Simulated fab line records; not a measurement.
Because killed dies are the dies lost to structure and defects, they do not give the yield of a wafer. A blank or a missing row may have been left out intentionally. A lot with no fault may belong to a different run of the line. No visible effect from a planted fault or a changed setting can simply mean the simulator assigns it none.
fab line records | flow n5Finfet
record: lots: 7 | wafers: 21 | lastDay: 20
route steps=1938 shown BEOL_M10@1512 PASSIVATION@1936
lots with no fault: from the same line, run without faults
startH: hours from the record's opening day to when the first of the lot's shown wafers began | waitH: time in hours since the lot's previous step | " identical to the entry in the row above | L1.1+2: several wafers, shown together as one row | - no value present, or no start provided | * or withheld: withheld | < > ~ a bound
route shown NAME@n: NAME is a module with steps in the file, n the number in the route of the first one | usual: the fault-free wafers' mean and standard deviation | same: alike in all rows | chamber/n: place in a boat | sites: readings site by site | _std_site: standard deviation across them | _edge_site: mean of outer sites minus mean of inner sites | radiusMm: for every site, how far away it sits from the centre of the wafer | mask NAME#n: copy n | behind: the tool/chamber that last shaped the wafer | hold: reason for holding the lot/hours on hold/outcome of the hold | device: the n, p or np transistor that did not switch | end of line: the same wafers' tests at the end of the route | where a step has no rows: the recipe by itself | killed: not the wafer's yield, but the dies lost to structure and defects at the first sort | map: shows each die of a wafer: x if killed, . if not, _ if none is there
set.NAME: the run value of the setting; set.NAME@STEP: its run value at that earlier step | model.NAME: the simulator's own value behind a step, which no gauge read
lots seen at some steps along the route; tables by step, rows by wafer
services: the hour from which a tool's chamber was out of use, counted from the record's first day as startH (under 0 if before that day), plus the number of hours and why
== steps ==
step: N5_BEOL_M10_TRENCH_ETCH_37
recipe: chemistry: C4F6/O2 | targetDepthA: 1488.3 | target: SiCOH_lowk | timeS: 48 | ionEnergyEv: 250 | pressureMtorr: 30 | sourceW: 345 | biasW: 185 | Ar_flow_sccm: 300 | C4F6_flow_sccm: 10 | O2_flow_sccm: 10
usual: biasW: 184.9/0.53 | drypumpMotorCurrentA: 5.8/0.42 | oesProductAu: 0.81/0.1 | rfVppV: 666/5.7 | showerheadPlenumPTorr: 2.85/0.058 | throttleValvePct: 20.81/0.22
lot.wafer | tool       | chamber | startH | waitH | biasW | drypumpMotorCurrentA | oesProductAu | rfHoursCounterH | rfVppV | showerheadPlenumPTorr | throttleValvePct
L606.2    | rieDiel-04 | 2       | -      | -     | 185.4 | 6.2                  | 0.70         | 238             | 666    | 2.80                  | 20.94
L606.5    | "          | 0       | "      | "     | 184.9 | 6.0                  | 0.89         | -               | 664    | 2.79                  | 20.51
L606.6    | "          | 1       | "      | "     | 184.8 | 5.3                  | 0.96         | -               | 672    | 2.92                  | 20.57
L611.1    | rieDiel-02 | 3       | -      | -     | 183.8 | 5.8                  | 0.90         | 29              | 668    | 2.89                  | 20.75
L611.4    | "          | 0       | "      | "     | 185.8 | 6.2                  | 0.78         | 127             | 673    | 2.85                  | 20.91
L611.5    | "          | 2       | "      | "     | 185.5 | 4.9                  | 0.69         | -               | 674    | 2.81                  | 21.27
L617.1    | rieDiel-05 | 0       | -      | -     | 184.5 | 6.1                  | 0.70         | 191             | 663    | 2.83                  | 21.07
L617.5    | "          | 0       | "      | "     | 183.9 | 6.1                  | 0.70         | -               | 662    | 2.83                  | 21.05
L617.6    | "          | 3       | "      | "     | 185.5 | 5.5                  | 0.69         | -               | 666    | 2.93                  | 20.95
L610.1    | rieDiel-05 | 3       | -      | -     | 185.1 | 5.5                  | 0.69         | 230             | 664    | 2.93                  | 20.95
L610.2    | "          | 1       | "      | "     | 184.3 | 6.3                  | 0.80         | 99              | 669    | 2.76                  | 20.68
L610.5    | "          | 1       | "      | "     | 184.2 | 6.3                  | 0.80         | -               | 669    | 2.76                  | 20.68
L612.1    | rieDiel-04 | 3       | -      | -     | 183.9 | 5.4                  | 0.89         | 30              | 655    | 2.91                  | 20.88
L612.2    | "          | 0       | "      | "     | 185.3 | 6.0                  | 0.86         | 38              | 665    | 2.78                  | 20.52
L612.5    | "          | 3       | "      | "     | 184.4 | 5.4                  | 0.89         | -               | 655    | 2.91                  | 20.87
L614.1    | rieDiel-04 | 3       | -      | -     | 185.0 | 5.3                  | 0.90         | 31              | 654    | 2.91                  | 20.88
L614.3    | "          | 1       | "      | "     | 184.7 | 5.3                  | 0.90         | 21              | 672    | 2.91                  | 20.60
L614.6    | "          | 3       | "      | "     | 184.6 | 5.4                  | 0.89         | -               | 652    | 2.91                  | 20.88
L619.3    | rieDiel-04 | 3       | -      | -     | 185.0 | 5.4                  | 0.87         | 51              | 653    | 2.90                  | 20.90
L619.4    | "          | 0       | "      | "     | 185.6 | 6.0                  | 0.82         | 60              | 664    | 2.77                  | 20.56
L619.5    | "          | 3       | "      | "     | 185.0 | 5.4                  | 0.86         | -               | 654    | 2.90                  | 20.91
step: N5_BEOL_M10_ETCH_41
recipe: chemistry: CH3F/O2 | target: SiCN | targetDepthA: 426 | taperDeg: 2 | timeS: 86 | ionEnergyEv: 120 | maskMaterial: TiN | pressureMtorr: 30 | sourceW: 395 | biasW: 75 | Ar_flow_sccm: 150 | CH3F_flow_sccm: 30 | O2_flow_sccm: 20
step: N5_BEOL_M10_STRIP_77
recipe: chemistry: N2/H2 | timeS: 10 | powerW: 450 | tempC: 40 | pressureMtorr: 20 | rfFrequencyHz: 6e+07 | biasPowerW: 7 | n2FlowSccm: 200 | h2FlowSccm: 200
usual: drypumpMotorCurrentA: 5.8/0.42 | h2FlowSccm: 200.0/0.58 | oesProductAu: 0.82/0.1 | rfVppV: 59.2/0.84 | showerheadPlenumPTorr: 2.54/0.053 | throttleValvePct: 23.52/0.23
lot.wafer | tool       | chamber | startH | waitH | drypumpMotorCurrentA | h2FlowSccm | oesProductAu | rfHoursCounterH | rfVppV | showerheadPlenumPTorr | throttleValvePct
L606.2    | rieDiel-04 | 2       | -      | -     | 6.3                  | 201.2      | 0.70         | 238             | 59.5   | 2.50                  | 23.55
L606.5    | "          | 0       | "      | "     | 6.0                  | 200.2      | 0.90         | -               | 59.5   | 2.49                  | 23.33
L606.6    | "          | 1       | "      | "     | 5.3                  | 199.2      | 0.97         | -               | 60.0   | 2.60                  | 23.26
L611.1    | rieDiel-02 | 3       | -      | -     | 5.8                  | 199.3      | 0.90         | 29              | 57.8   | 2.59                  | 23.62
L611.4    | "          | 0       | "      | "     | 6.3                  | 199.1      | 0.77         | 127             | 59.7   | 2.54                  | 23.61
L611.5    | "          | 2       | "      | "     | 4.9                  | 200.3      | 0.69         | -               | 59.6   | 2.50                  | 24.08
L617.1    | rieDiel-05 | 0       | -      | -     | 6.2                  | 199.7      | 0.69         | 191             | 60.4   | 2.52                  | 23.72
L617.5    | "          | 0       | "      | "     | 6.1                  | 199.2      | 0.70         | -               | 59.7   | 2.52                  | 23.70
L617.6    | "          | 3       | "      | "     | 5.5                  | 199.8      | 0.70         | -               | 59.3   | 2.61                  | 23.55
L610.1    | rieDiel-05 | 3       | -      | -     | 5.5                  | 199.6      | 0.70         | 230             | 60.3   | 2.61                  | 23.57
L610.2    | "          | 1       | "      | "     | 6.3                  | 201.2      | 0.79         | 99              | 59.4   | 2.45                  | 23.18
L610.5    | "          | 1       | "      | "     | 6.3                  | 199.8      | 0.80         | -               | 57.3   | 2.45                  | 23.19
L612.1    | rieDiel-04 | 3       | -      | -     | 5.4                  | 200.4      | 0.90         | 30              | 57.5   | 2.59                  | 23.66
L612.2    | "          | 0       | "      | "     | 6.0                  | 200.6      | 0.86         | 38              | 56.9   | 2.48                  | 23.37
L612.5    | "          | 3       | "      | "     | 5.4                  | 200.4      | 0.89         | -               | 59.7   | 2.59                  | 23.66
L614.1    | rieDiel-04 | 3       | -      | -     | 5.3                  | 200.2      | 0.89         | 31              | 59.2   | 2.59                  | 23.65
L614.3    | "          | 1       | "      | "     | 5.3                  | 200.0      | 0.91         | 21              | 58.6   | 2.60                  | 23.28
L614.6    | "          | 3       | "      | "     | 5.4                  | 199.8      | 0.90         | -               | 59.4   | 2.59                  | 23.67
L619.3    | rieDiel-04 | 3       | -      | -     | 5.3                  | 200.9      | 0.86         | 51              | 58.7   | 2.58                  | 23.70
L619.4    | "          | 0       | "      | "     | 6.0                  | 199.5      | 0.83         | 60              | 59.0   | 2.48                  | 23.39
L619.5    | "          | 3       | "      | "     | 5.3                  | 200.5      | 0.86         | -               | 60.2   | 2.58                  | 23.69
step: N5_BEOL_M10_OCD_MEAS_38
usual: trenchDepthNm: 149.4/2
lot.wafer | tool   | chamber | startH | waitH | trenchDepthNm
L606.2    | ocd-01 | -       | 323.23 | -     | 147.2
L606.5    | "      | -       | "      | "     | 151.4
L606.6    | "      | -       | "      | "     | 147.9
L611.1    | ocd-01 | -       | 346.49 | -     | 150.6
L611.4    | "      | -       | "      | "     | 147.1
L611.5    | "      | -       | "      | "     | 147.4
L617.1    | ocd-01 | -       | 346.68 | -     | 149.8
L617.5    | "      | -       | "      | "     | 148.5
L617.6    | "      | -       | "      | "     | 146.8
L610.1    | ocd-02 | -       | 347.19 | -     | 146.9
L610.2    | "      | -       | "      | "     | 150.0
L610.5    | "      | -       | "      | "     | 150.9
L612.1    | ocd-01 | -       | 369.67 | -     | 149.3
L612.2    | "      | -       | "      | "     | 150.4
L612.5    | "      | -       | "      | "     | 149.6
L614.1    | ocd-01 | -       | 371.56 | -     | 151.1
L614.3    | "      | -       | "      | "     | 147.6
L614.6    | "      | -       | "      | "     | 149.1
L619.3    | ocd-01 | -       | 428.69 | -     | 150.4
L619.4    | "      | -       | "      | "     | 148.8
L619.5    | "      | -       | "      | "     | 150.1
step: N5_BEOL_M10_HM_STRIP_39
recipe: chemistry: peroxideTinStrip | material: TiN | targetDepthA: 250 | tempC: 50 | timeS: 158
step: N5_BEOL_M10_SRD_40
recipe: timeS: 30 | tempC: 23 | rinseLiquid: diw | dry: ipaMarangoni
step: N5_BEOL_M10_PRECLEAN_42
recipe: chemistry: residueRemover | timeS: 60 | tempC: 40
step: N5_BEOL_M10_SRD_43
recipe: timeS: 30 | tempC: 23 | rinseLiquid: diw | dry: ipaMarangoni
step: N5_BEOL_M10_CD_MEAS_35
recipe: targetCdNm: 70 | polarity: opening
usual: cdNm: 69.9/0.52
lot.wafer | tool     | chamber | startH | waitH | cdNm
L606.2    | cdSem-02 | -       | 323.38 | 0.0   | 70.3
L606.5    | "        | -       | "      | "     | 70.2
L606.6    | "        | -       | "      | "     | 69.9
L611.1    | cdSem-03 | -       | 346.65 | 0.0   | 69.1
L611.4    | "        | -       | "      | "     | 69.7
L611.5    | "        | -       | "      | "     | 69.8
L617.1    | cdSem-01 | -       | 346.83 | 0.0   | 69.7
L617.5    | "        | -       | "      | "     | 70.1
L617.6    | "        | -       | "      | "     | 68.9
L610.1    | cdSem-02 | -       | 347.35 | 0.0   | 69.4
L610.2    | "        | -       | "      | "     | 69.9
L610.5    | "        | -       | "      | "     | 69.4
L612.1    | cdSem-03 | -       | 369.82 | 0.0   | 70.0
L612.2    | "        | -       | "      | "     | 69.5
L612.5    | "        | -       | "      | "     | 70.4
L614.1    | cdSem-03 | -       | 371.71 | 0.0   | 69.4
L614.3    | "        | -       | "      | "     | 69.6
L614.6    | "        | -       | "      | "     | 69.6
L619.3    | cdSem-03 | -       | 428.87 | 0.0   | 69.8
L619.4    | "        | -       | "      | "     | 70.0
L619.5    | "        | -       | "      | "     | 69.6
step: N5_BEOL_M10_CURE_72
recipe: tempC: 370 | timeS: 120 | ambient: DMADMS/He | material: SiCOH_lowk
usual: lampPowerPct: 52.31/0.053 | wafer_temp_C_max: 371.7/0.61
lot.wafer | tool      | chamber | startH | waitH | lampPowerPct | wafer_temp_C_max
L606.2    | uvCure-03 | 1       | 323.47 | 0.1   | 52.41        | 372.5
L606.5    | "         | 1       | "      | "     | 52.33        | 373.3
L606.6    | "         | 1       | "      | "     | 52.28        | 373.1
L611.1    | uvCure-03 | 0       | 346.69 | 0.0   | 52.32        | 372.5
L611.4    | "         | 0       | "      | "     | 52.32        | 372.0
L611.5    | "         | 0       | "      | "     | 52.27        | 373.1
L617.1    | uvCure-01 | 2       | 346.87 | 0.0   | 52.35        | 372.3
L617.5    | "         | 2       | "      | "     | 52.29        | 371.8
L617.6    | "         | 2       | "      | "     | 52.21        | 372.1
L610.1    | uvCure-02 | 1       | 347.39 | 0.0   | 52.42        | 371.5
L610.2    | "         | 1       | "      | "     | 52.30        | 371.6
L610.5    | "         | 1       | "      | "     | 52.37        | 371.7
L612.1    | uvCure-02 | 2       | 369.87 | 0.0   | 52.33        | 370.7
L612.2    | "         | 2       | "      | "     | 52.23        | 370.9
L612.5    | "         | 2       | "      | "     | 52.29        | 371.0
L614.1    | uvCure-01 | 2       | 371.76 | 0.0   | 52.30        | 373.2
L614.3    | "         | 2       | "      | "     | 52.20        | 372.6
L614.6    | "         | 2       | "      | "     | 52.24        | 372.2
L619.3    | uvCure-02 | 1       | 429.01 | 0.1   | 52.31        | 372.0
L619.4    | "         | 1       | "      | "     | 52.37        | 371.5
L619.5    | "         | 1       | "      | "     | 52.40        | 371.0
step: N5_BEOL_M10_DEGAS_44
recipe: ambient: vacuum | tempC: 250 | timeS: 60
usual: heaterPowerW: 333/30
lot.wafer | tool          | chamber | startH | waitH | heaterPowerW
L606.2    | pvdSputter-03 | -       | 323.90 | 0.4   | 352
L606.5    | "             | -       | "      | "     | 364
L606.6    | "             | -       | "      | "     | 293
L611.1    | pvdSputter-03 | -       | 347.15 | 0.4   | 346
L611.4    | "             | -       | "      | "     | 295
L611.5    | "             | -       | "      | "     | 364
L617.1    | pvdSputter-01 | -       | 347.25 | 0.3   | 368
L617.5    | "             | -       | "      | "     | 369
L617.6    | "             | -       | "      | "     | 367
L610.1    | pvdSputter-01 | -       | 348.25 | 0.8   | 323
L610.2    | "             | -       | "      | "     | 380
L610.5    | "             | -       | "      | "     | 373
L612.1    | pvdSputter-03 | -       | 370.54 | 0.6   | 302
L612.2    | "             | -       | "      | "     | 296
L612.5    | "             | -       | "      | "     | 300
L614.1    | pvdSputter-03 | -       | 372.28 | 0.5   | 355
L614.3    | "             | -       | "      | "     | 372
L614.6    | "             | -       | "      | "     | 303
L619.3    | pvdSputter-01 | -       | 429.53 | 0.5   | 295
L619.4    | "             | -       | "      | "     | 376
L619.5    | "             | -       | "      | "     | 328
step: N5_BEOL_M10_PRE_CLEAN_45
recipe: gas: H2/He | timeS: 30 | tempC: 250
usual: heaterPowerW: 334/31
lot.wafer | tool          | chamber | startH | waitH | heaterPowerW
L606.2    | pvdSputter-03 | -       | 323.94 | 0.0   | 358
L606.5    | "             | -       | "      | "     | 365
L606.6    | "             | -       | "      | "     | 301
L611.1    | pvdSputter-03 | -       | 347.19 | 0.0   | 362
L611.4    | "             | -       | "      | "     | 294
L611.5    | "             | -       | "      | "     | 352
L617.1    | pvdSputter-01 | -       | 347.29 | 0.0   | 384
L617.5    | "             | -       | "      | "     | 379
L617.6    | "             | -       | "      | "     | 376
L610.1    | pvdSputter-01 | -       | 348.29 | 0.0   | 331
L610.2    | "             | -       | "      | "     | 377
L610.5    | "             | -       | "      | "     | 381
L612.1    | pvdSputter-03 | -       | 370.58 | 0.0   | 299
L612.2    | "             | -       | "      | "     | 296
L612.5    | "             | -       | "      | "     | 303
L614.1    | pvdSputter-03 | -       | 372.32 | 0.0   | 352
L614.3    | "             | -       | "      | "     | 361
L614.6    | "             | -       | "      | "     | 296
L619.3    | pvdSputter-01 | -       | 429.57 | 0.0   | 296
L619.4    | "             | -       | "      | "     | 378
L619.5    | "             | -       | "      | "     | 326
step: N5_BEOL_M10_ALD_74
recipe: material: TaN | targetThkA: 20 | tempC: 275 | aldPrecursorFamily: PDMAT | aldCoReactant: NH3 | pressureTorr: 3 | carrierFlowSccm: 1500 | pulseTimeS: 2 | purgeTimeS: 3 | coReactantPurgeTimeS: 2 | coReactantPulseTimeS: 3 | aldCycles: 40 | precursorVesselTempC: 75 | precursorVesselPressureTorr: 26.25 | precursorVesselCarrierSccm: 1000
usual: aldCycles: 40/0 | heaterPowerOuterW: 225/18 | heaterPowerW: 417/31
same: pulseTimeS: 2
lot.wafer | tool        | chamber | startH | waitH | aldCycles | heaterPowerOuterW | heaterPowerW
L606.2    | aldMetal-02 | 3       | 324.07 | 0.1   | 40        | 240               | 451
L606.5    | "           | 0       | "      | "     | 40        | 231               | 439
L606.6    | "           | 3       | "      | "     | 40        | 239               | 466
L611.1    | aldMetal-02 | 3       | 347.25 | 0.0   | 40        | 242               | 461
L611.4    | "           | 1       | "      | "     | 40        | 228               | 425
L611.5    | "           | 2       | "      | "     | 35        | 233               | 423
L617.1    | aldMetal-01 | 1       | 347.47 | 0.2   | 40        | 220               | 398
L617.5    | "           | 1       | "      | "     | 40        | 223               | 400
L617.6    | "           | 2       | "      | "     | 40        | 207               | 382
L610.1    | aldMetal-02 | 3       | 348.35 | 0.0   | 40        | 234               | 462
L610.2    | "           | 2       | "      | "     | 35        | 235               | 411
L610.5    | "           | 2       | "      | "     | 35        | 238               | 407
L612.1    | aldMetal-02 | 2       | 370.66 | 0.1   | 40        | 236               | 416
L612.2    | "           | 3       | "      | "     | 35        | 239               | 461
L612.5    | "           | 0       | "      | "     | 35        | 225               | 438
L614.1    | aldMetal-03 | 2       | 372.43 | 0.1   | 40        | 217               | 404
L614.3    | "           | 1       | "      | "     | 40        | 194               | 370
L614.6    | "           | 1       | "      | "     | 40        | 192               | 365
L619.3    | aldMetal-03 | 1       | 429.63 | 0.0   | 40        | 192               | 370
L619.4    | "           | 0       | "      | "     | 40        | 228               | 401
L619.5    | "           | 0       | "      | "     | 40        | 238               | 413
step: N5_BEOL_M10_SURFACE_TREAT_76
recipe: gas: Ar | timeS: * | ionEnergyEv: * | ionCurrentMaCm2: 0.5 | pressureMtorr: * | arFlowSccm: 30
step: N5_PASSIVATION_PROBE_49
usual: defectLimitedYield: 90.8/1.7 | killed_at_M0_to_M3: 37/12 | killed_at_M4_up: 15/5.6 | killedAtContacts: 13/6.9 | killedAtFrontEnd: 40/11 | killedAtOther: 4/3.2 | killedDies: 109/20 | killedOpen: 73/15 | killedShort: 35/8.3 | sort_bin_5_function: 5.4/1.1 | sort_bin_6_memory: 3.5/0.73 | sortNPass: 1071/20 | sortYieldPct: 90.8/1.7
same: grossDies: 1180 | killedAtBackSide: 0 | sort_bin_4_leakage[%]: 0 | sort_bin_8_speed[%]: 0
lot.wafer | tool      | chamber | startH | waitH | defectLimitedYield[%] | killed_at_M0_to_M3 | killed_at_M4_up | killedAtContacts | killedAtFrontEnd | killedAtOther | killedDies | killedOpen | killedShort | sort_bin_5_function[%] | sort_bin_6_memory[%] | sortNPass | sortYieldPct[%]
L606.2    | prober-01 | -       | 377.47 | 0.1   | 84.2                  | 64                 | 17              | 20               | 70               | 15            | 186        | 107        | 78          | 9.1                    | 5.9                  | 994       | 84.2
L606.5    | prober-01 | -       | 377.62 | 0.2   | 88.6                  | 29                 | 14              | 26               | 51               | 14            | 134        | 93         | 40          | 6.9                    | 4.2                  | 1046      | 88.6
L606.6    | prober-01 | -       | 377.67 | 0.3   | 89.8                  | 26                 | 14              | 28               | 44               | 8             | 120        | 77         | 43          | 5.5                    | 4.3                  | 1060      | 89.8
L611.1    | prober-02 | -       | 403.09 | 0.0   | 93.0                  | 19                 | 8               | 13               | 39               | 4             | 83         | 57         | 26          | 3.6                    | 3.3                  | 1097      | 93.0
L611.4    | prober-02 | -       | 403.24 | 0.2   | 93.7                  | 14                 | 11              | 9                | 39               | 1             | 74         | 45         | 27          | 3.6                    | 2.2                  | 1106      | 93.7
L611.5    | prober-02 | -       | 403.29 | 0.2   | 93.3                  | 20                 | 16              | 4                | 37               | 2             | 79         | 61         | 14          | 3.7                    | 2.9                  | 1101      | 93.3
L610.1    | prober-02 | -       | 406.93 | 0.3   | 90.9                  | 43                 | 16              | 13               | 31               | 4             | 107        | 74         | 33          | 5.3                    | 3.2                  | 1073      | 90.9
L610.2    | prober-02 | -       | 406.98 | 0.3   | 91.3                  | 43                 | 6               | 13               | 32               | 9             | 103        | 65         | 35          | 4.8                    | 3.2                  | 1077      | 91.3
L610.5    | prober-02 | -       | 407.13 | 0.5   | 91.8                  | 32                 | 18              | 12               | 31               | 4             | 97         | 66         | 30          | 4.9                    | 3.0                  | 1083      | 91.8
L617.1    | prober-01 | -       | 407.70 | 0.1   | 88.1                  | 61                 | 13              | 24               | 40               | 3             | 141        | 95         | 45          | 7.3                    | 4.3                  | 1039      | 88.1
L617.5    | prober-01 | -       | 407.90 | 0.3   | 90.0                  | 37                 | 18              | 16               | 40               | 7             | 118        | 74         | 35          | 6.0                    | 3.2                  | 1062      | 90.0
L617.6    | prober-01 | -       | 407.95 | 0.4   | 88.2                  | 49                 | 7               | 32               | 46               | 5             | 139        | 97         | 40          | 8.1                    | 3.3                  | 1041      | 88.2
L612.1    | prober-02 | -       | 426.85 | 0.0   | 90.8                  | 34                 | 12              | 25               | 37               | 0             | 108        | 73         | 31          | 5.5                    | 3.5                  | 1072      | 90.8
L612.2    | prober-02 | -       | 426.90 | 0.1   | 90.8                  | 37                 | 13              | 13               | 45               | 1             | 109        | 65         | 41          | 5.5                    | 3.4                  | 1071      | 90.8
L612.5    | prober-02 | -       | 427.05 | 0.2   | 89.7                  | 36                 | 18              | 29               | 38               | 0             | 121        | 95         | 24          | 6.3                    | 3.6                  | 1059      | 89.7
L619.3    | prober-02 | -       | 478.54 | 0.1   | 89.7                  | 56                 | 14              | 10               | 35               | 6             | 121        | 85         | 33          | 6.5                    | 3.6                  | 1059      | 89.7
L619.4    | prober-02 | -       | 478.59 | 0.2   | 91.2                  | 24                 | 22              | 11               | 45               | 2             | 104        | 75         | 27          | 5.8                    | 2.8                  | 1076      | 91.2
L619.5    | prober-02 | -       | 478.64 | 0.2   | 89.8                  | 42                 | 26              | 15               | 31               | 6             | 120        | 87         | 31          | 6.0                    | 4.2                  | 1060      | 89.8
killed by level:class
L606.2 BEOL_M0_SAQP:geometricParticle:short=24 BEOL_M0_SAQP:geometricParticle:open=21 MOL_CONTACT_COAG:geometricParticle:open=18 FIN_SAQP:geometricParticle:short=16 STI_FIN_REVEAL:geometricParticle:open=16 FIN_SAQP:geometricParticle:open=7 BEOL_M4:geometricParticle:open=7 DUMMY_GATE:geometricParticle:open=7
L606.5 MOL_CONTACT_COAG:geometricParticle:open=21 FIN_SAQP:geometricParticle:open=12 STI_FIN_REVEAL:geometricParticle:open=11 FIN_SAQP:geometricParticle:short=9 BEOL_M0_SAQP:geometricParticle:open=9 BEOL_M0_SAQP:geometricParticle:short=8 MOL_CONTACT_COAG:geometricParticle:short=5 BEOL_M5:geometricParticle:open=5
L606.6 MOL_CONTACT_COAG:geometricParticle:open=23 STI_FIN_REVEAL:geometricParticle:open=13 FIN_SAQP:geometricParticle:open=8 BEOL_M0_SAQP:geometricParticle:short=8 FIN_SAQP:geometricParticle:short=7 MOL_CONTACT_COAG:geometricParticle:short=5 BEOL_M2:geometricParticle:open=5 DUMMY_GATE:geometricParticle:open=4
L611.1 MOL_CONTACT_COAG:geometricParticle:open=10 DUMMY_GATE:geometricParticle:open=9 STI_FIN_REVEAL:geometricParticle:open=7 FIN_SAQP:geometricParticle:open=6 BEOL_M0_SAQP:geometricParticle:open=5 BEOL_M2:geometricParticle:open=5 BEOL_M1:geometricParticle:open=4 STI_FIN_REVEAL:geometricParticle:short=3
L611.4 STI_FIN_REVEAL:geometricParticle:open=9 MOL_CONTACT_COAG:geometricParticle:open=8 ILD0:geometricParticle:open=7 DUMMY_GATE:geometricParticle:open=6 BEOL_M0_SAQP:geometricParticle:short=6 FIN_SAQP:geometricParticle:short=4 BEOL_M4:geometricParticle:open=3 ILD0:geometricParticle:short=3
L611.5 STI_FIN_REVEAL:geometricParticle:open=17 BEOL_M1:geometricParticle:open=6 BEOL_M8:geometricParticle:open=6 BEOL_M2:geometricParticle:open=5 BEOL_M4:geometricParticle:open=5 DUMMY_GATE:geometricParticle:open=4 MOL_CONTACT_COAG:geometricParticle:open=4 FIN_SAQP:geometricParticle:open=3
L610.1 BEOL_M0_SAQP:geometricParticle:short=14 MOL_CONTACT_COAG:geometricParticle:open=10 STI_FIN_REVEAL:geometricParticle:open=9 BEOL_M3:geometricParticle:open=9 BEOL_M0_SAQP:geometricParticle:open=8 BEOL_M2:geometricParticle:open=8 BEOL_M5:geometricParticle:open=5 FIN_SAQP:geometricParticle:open=4
L610.2 BEOL_M0_SAQP:geometricParticle:open=18 MOL_CONTACT_COAG:geometricParticle:open=12 BEOL_M0_SAQP:geometricParticle:short=10 FIN_SAQP:geometricParticle:open=7 FIN_SAQP:geometricParticle:short=7 BEOL_M3:geometricParticle:open=5 PAD_METAL:geometricParticle:open=5 PAD_METAL:geometricParticle:short=4
L610.5 STI_FIN_REVEAL:geometricParticle:open=10 MOL_CONTACT_COAG:geometricParticle:open=10 BEOL_M0_SAQP:geometricParticle:short=9 BEOL_M0_SAQP:geometricParticle:open=9 FIN_SAQP:geometricParticle:short=5 BEOL_M3:geometricParticle:open=5 BEOL_M3:geometricParticle:short=4 BEOL_M7:geometricParticle:open=4
L617.1 BEOL_M0_SAQP:geometricParticle:short=17 MOL_CONTACT_COAG:geometricParticle:open=16 BEOL_M0:geometricParticle:open=14 FIN_SAQP:geometricParticle:open=10 STI_FIN_REVEAL:geometricParticle:open=8 MOL_CONTACT_COAG:geometricParticle:short=8 BEOL_M3:geometricParticle:open=8 BEOL_M0_SAQP:geometricParticle:open=8
L617.5 MOL_CONTACT_COAG:geometricParticle:open=12 BEOL_M0_SAQP:geometricParticle:open=12 BEOL_M4:geometricParticle:open=12 BEOL_M0_SAQP:geometricParticle:short=9 HKMG_FIN:areaEtch=6 FIN_SAQP:geometricParticle:open=5 ILD0:geometricParticle:open=5 STI_FIN_REVEAL:geometricParticle:open=4
L617.6 MOL_CONTACT_COAG:geometricParticle:open=26 BEOL_M0_SAQP:geometricParticle:short=13 BEOL_M3:geometricParticle:open=11 FIN_SAQP:geometricParticle:open=10 STI_FIN_REVEAL:geometricParticle:open=7 BEOL_M0_SAQP:geometricParticle:open=7 BEOL_M0:geometricParticle:open=7 GATE_CUT:geometricParticle:short=6
L612.1 MOL_CONTACT_COAG:geometricParticle:open=22 BEOL_M0_SAQP:geometricParticle:open=8 BEOL_M2:geometricParticle:open=7 BEOL_M0_SAQP:geometricParticle:short=7 BEOL_M1:geometricParticle:open=7 FIN_SAQP:geometricParticle:short=6 GATE_CUT:geometricParticle:short=6 GATE_CUT:geometricParticle:open=6
L612.2 FIN_SAQP:geometricParticle:short=15 BEOL_M2:geometricParticle:open=14 STI_FIN_REVEAL:geometricParticle:open=10 MOL_CONTACT_COAG:geometricParticle:open=10 BEOL_M0_SAQP:geometricParticle:short=8 BEOL_M0_SAQP:geometricParticle:open=8 FIN_SAQP:geometricParticle:open=4 BEOL_M4:geometricParticle:open=4
L612.5 MOL_CONTACT_COAG:geometricParticle:open=25 BEOL_M2:geometricParticle:open=12 STI_FIN_REVEAL:geometricParticle:open=10 BEOL_M0_SAQP:geometricParticle:open=7 GATE_CUT:geometricParticle:short=6 BEOL_M1:geometricParticle:open=6 BEOL_M4:geometricParticle:open=6 FIN_SAQP:geometricParticle:open=5
L619.3 BEOL_M1:geometricParticle:open=18 STI_FIN_REVEAL:geometricParticle:open=10 BEOL_M2:geometricParticle:open=10 MOL_CONTACT_COAG:geometricParticle:open=9 FIN_SAQP:geometricParticle:open=8 BEOL_M0_SAQP:geometricParticle:open=7 BEOL_M3:geometricParticle:open=6 BEOL_M2:geometricParticle:short=5
L619.4 STI_FIN_REVEAL:geometricParticle:open=15 BEOL_M4:geometricParticle:open=13 MOL_CONTACT_COAG:geometricParticle:open=9 ILD0:geometricParticle:short=8 BEOL_M1:geometricParticle:open=6 BEOL_M2:geometricParticle:open=5 BEOL_M3:geometricParticle:open=5 FIN_SAQP:geometricParticle:short=4
L619.5 STI_FIN_REVEAL:geometricParticle:open=15 BEOL_M2:geometricParticle:open=14 MOL_CONTACT_COAG:geometricParticle:open=13 BEOL_M4:geometricParticle:open=9 BEOL_M0_SAQP:geometricParticle:open=7 BEOL_M0_SAQP:geometricParticle:short=6 BEOL_M1:geometricParticle:open=5 FIN_SAQP:geometricParticle:short=3
== services ==
tool          | chamber | startH | hours | kind
aldMetal-02   | -       | 301.82 | 2.9   | repair
rieDiel-05    | 1       | 302.74 | 4.3   | repair
rieDiel-02    | 2       | 303.28 | 3.9   | repair
uvCure-02     | -       | 309.00 | 6.8   | repair
uvCure-01     | -       | 322.12 | 1.0   | pm
aldMetal-03   | -       | 328.65 | 2.8   | pm
uvCure-01     | -       | 329.83 | 3.3   | repair
aldMetal-01   | -       | 335.40 | 2.4   | repair
uvCure-02     | -       | 335.87 | 7.5   | pm
aldMetal-03   | -       | 337.25 | 14.0  | pm
uvCure-02     | -       | 349.11 | 4.3   | pm
uvCure-03     | -       | 354.90 | 1.5   | repair
uvCure-03     | -       | 358.91 | 0.8   | repair
rieDiel-04    | 2       | 360.94 | -     | clean
rieDiel-02    | 2       | 364.20 | 19.8  | repair
uvCure-03     | -       | 376.87 | 3.1   | repair
uvCure-01     | -       | 386.01 | 14.2  | repair
rieDiel-02    | 1       | 387.70 | 4.1   | repair
uvCure-02     | -       | 392.95 | 2.8   | pm
rieDiel-04    | 3       | 393.95 | 5.8   | repair
rieDiel-04    | 0       | 402.36 | 3.0   | repair
pvdSputter-03 | -       | 415.65 | 1.7   | repair
uvCure-03     | -       | 416.54 | 7.5   | pm
rieDiel-02    | -       | 419.96 | 0.5   | repair
== key ==
firstSign: step: N5_BEOL_M10_ALD_74 | reading: aldCycles | direction: down | sigmas: 99+ | usual: * | struck: *
effect none on later readings
metAt N5_BEOL_M10_ALD_74
struckWafers L610.2,L610.5,L611.5,L612.2,L612.5
onsetBetween 324.07 347.25
fault: kind: processParameterDrift | tool: aldMetal-02 | chamber: - | onsetH: 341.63 | steps: N5_BEOL_M10_ALD_74 | channel: aldCycles | offset: * | shape: step | endH: 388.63 | scope: struckWafersOnly | actsIn: * | stated: *
